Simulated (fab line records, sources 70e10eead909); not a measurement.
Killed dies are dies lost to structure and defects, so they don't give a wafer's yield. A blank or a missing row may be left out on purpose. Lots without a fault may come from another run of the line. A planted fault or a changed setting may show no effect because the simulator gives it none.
Chamber matching | flow nand_harc | NHARC_A_M1_DESCUM_14 on rie_diel-08: 4 sister chambers
The step chemistry O2, time 3 s. 4 wafers are shown with their chamber, then 9 later ones without.

WAFERS WITH THEIR CHAMBER
wafer  | chamber | showerhead_plenum_p_Torr (Torr)
L084.4 | 2       | 1.77
L084.5 | 0       | 1.98
L088.4 | 1       | 1.77
L088.6 | 3       | 1.78

WAFERS WITHOUT THEIR CHAMBER
wafer  | showerhead_plenum_p_Torr (Torr)
L089.1 | 1.97
L089.3 | 1.78
L089.6 | 1.97
L090.3 | 1.97
L090.4 | 1.77
L090.5 | 1.77
L097.1 | 1.77
L097.5 | 1.78
L097.6 | 1.77

WHICH CHAMBER EACH WENT THROUGH
wafer  | from the rows above          | in truth
L089.1 | 0                            | 0
L089.3 | can't be placed: 3 or 1 or 2 | 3
L089.6 | 0                            | 0
L090.3 | 0                            | 0
L090.4 | can't be placed: 1 or 2 or 3 | 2
L090.5 | can't be placed: 1 or 2 or 3 | 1
L097.1 | can't be placed: 1 or 2 or 3 | 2
L097.5 | can't be placed: 3 or 1 or 2 | 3
L097.6 | can't be placed: 1 or 2 or 3 | 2
Placed correctly: 3 of 9. Can't be placed from these rows: 6 (the true chamber is among the candidates in 6). Placed wrongly: 0.
How it was worked out, from the rows above alone: a wafer's distance from a chamber is the root of the sum, over the readings, of the square of ((its reading less the chamber's mean) divided by the reading's scatter). The wafer belongs to the nearest chamber; if the next one is less than 2 further off, it can't be placed. A chamber's mean is the mean of its shown wafers. The scatter: with one shown wafer a chamber, the root of the mean of the squares of how far each hidden wafer lies from its nearest shown one.
